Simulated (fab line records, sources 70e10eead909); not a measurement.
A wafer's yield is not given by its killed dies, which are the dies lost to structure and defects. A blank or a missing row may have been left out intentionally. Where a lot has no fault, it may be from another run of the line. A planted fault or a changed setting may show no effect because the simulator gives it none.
A struck lot beside a sound one :: flow nand-harc :: 15 steps out of a route of 1159
Sound: the wafers L789.2, L789.3, L789.4. Wafers L793.3, L793.5 were the ones struck. The cause is given at the end.
Each step with rows lists, per side, the tool, then ch with its chambers, then its first start. Under that, the readings that differ: sound wafers :: struck wafers :: difference of the means :: sigmas: that difference in standard deviations of wafers without a fault.
alike: readings with means less than 2 such deviations apart, plus words and numbers identical on both sides. not compared: withheld readings, readings lacking a value on some wafer, bounds such as >300 that could conceal the same value, and numbers that have no deviation in the record and whose values overlap.
The two part at a step that has a row with sigmas, a row that says differs or no value, or rows on one side only. When numbers do not overlap yet have no deviation, they are printed without sigmas and do not part them. Lack of a reading on every wafer of one side parts them only where that side has two or more wafers.

NHARC_A_CHANNEL_HOLE_D1_STRIP_27: strips in O2.
  sound: rie-diel-04 ch 0,2,3; struck: rie-diel-10 ch 1,2
  alike: drypump-motor-current-A, oes-product-au, rf-vpp-V, showerhead-plenum-p-Torr, throttle-valve-pct
  not compared: rf-hours-counter-h
then, 2 steps without rows for these wafers: NHARC_A_CHANNEL_HOLE_D1_PRECLEAN_28 (cleans in SC1); NHARC_A_CHANNEL_HOLE_D1_SRD_29.
NHARC_A_CHANNEL_HOLE_D1_CD_MEAS_30:
  sound: cd-sem-01 at day 11 05:17; struck: cd-sem-02 at day 12 09:41
  alike: cd-nm
NHARC_A_CHANNEL_HOLE_D1_XSEM_31:
  sound on xsem-01 ch 0, day 11 05:23; struck on xsem-01 ch 0, day 12 09:47
  alike: bot-cd-nm, bow-nm, tilt-deg
NHARC_A_CHANNEL_HOLE_D1_INSPECT_40:
  sound: defect-inspect-01 at day 11 05:28; struck: defect-inspect-01 at day 12 09:52
  alike: raw-defect-count
then, 2 steps without rows for these wafers: NHARC_A_CHANNEL_FILL_D1_PRECLEAN_00 (cleans in SC1); NHARC_A_CHANNEL_FILL_D1_SRD_01.
NHARC_A_CHANNEL_FILL_D1_ALD_02: deposits SiO2, target thk 6 nm, pulse time 10 s, ald cycles 60.
  sound on ald-hk-01 ch 0,1,2, day 11 05:44; struck on ald-hk-01 ch 1,3, day 12 12:07
  alike: heater-power-w, precursor-pulse-height-rel
  not compared: ald-cycles
then, 1 step without rows for these wafers: NHARC_A_CHANNEL_FILL_D1_ALD_03 (deposits SiNx, target thk 6 nm, pulse time 60 s, ald cycles 58).
NHARC_A_CHANNEL_FILL_D1_ALD_14: deposits SiO2, target thk 2.5 nm, pulse time 10 s, ald cycles 25.
  sound on ald-hk-02 ch 0,2,3, day 11 11:24; struck on ald-hk-01 ch 3, day 12 19:02
  alike: heater-power-w, precursor-pulse-height-rel
  not compared: ald-cycles
NHARC_A_CHANNEL_FILL_D1_ALD_15: deposits SiNx, target thk 2 nm, pulse time 60 s, ald cycles 19.
  sound: ald-sin-batch-02 ch 0; struck: ald-sin-batch-03 ch 0
  alike: precursor-pulse-height-rel
  not compared: ald-cycles
NHARC_A_CHANNEL_FILL_D1_ALD_16: deposits SiO2, target thk 1.5 nm, pulse time 10 s, ald cycles 15.
  sound on ald-hk-01 ch 0,2,3, day 11 16:20; struck on ald-hk-01 ch 1,2, day 13 00:13
reading: ald-cycles
sound: 15 15 15
struck: 19 19
difference: +4
sigmas: 
  alike: heater-power-w, precursor-pulse-height-rel
then, 1 step without rows for these wafers: NHARC_A_CHANNEL_FILL_D1_ANNEAL_17 (time 1800 s).
-- record jumps: 10 days between struck wafers' starts before vs after; left off in module A_CHANNEL_FILL_D1, resumes in module END, first step shown is number 1159 of the route --
NHARC_END_SORT_01:
  sound on prober-02 ch 0, day 22 15:41; struck on prober-02 ch 0, day 23 08:04
  alike: killed-at-array, killed-at-other, killed-at-periphery, killed-dies, killed-open, killed-short

WHERE THEY PART
Nowhere in this record.

WHY: the cause the simulator had injected
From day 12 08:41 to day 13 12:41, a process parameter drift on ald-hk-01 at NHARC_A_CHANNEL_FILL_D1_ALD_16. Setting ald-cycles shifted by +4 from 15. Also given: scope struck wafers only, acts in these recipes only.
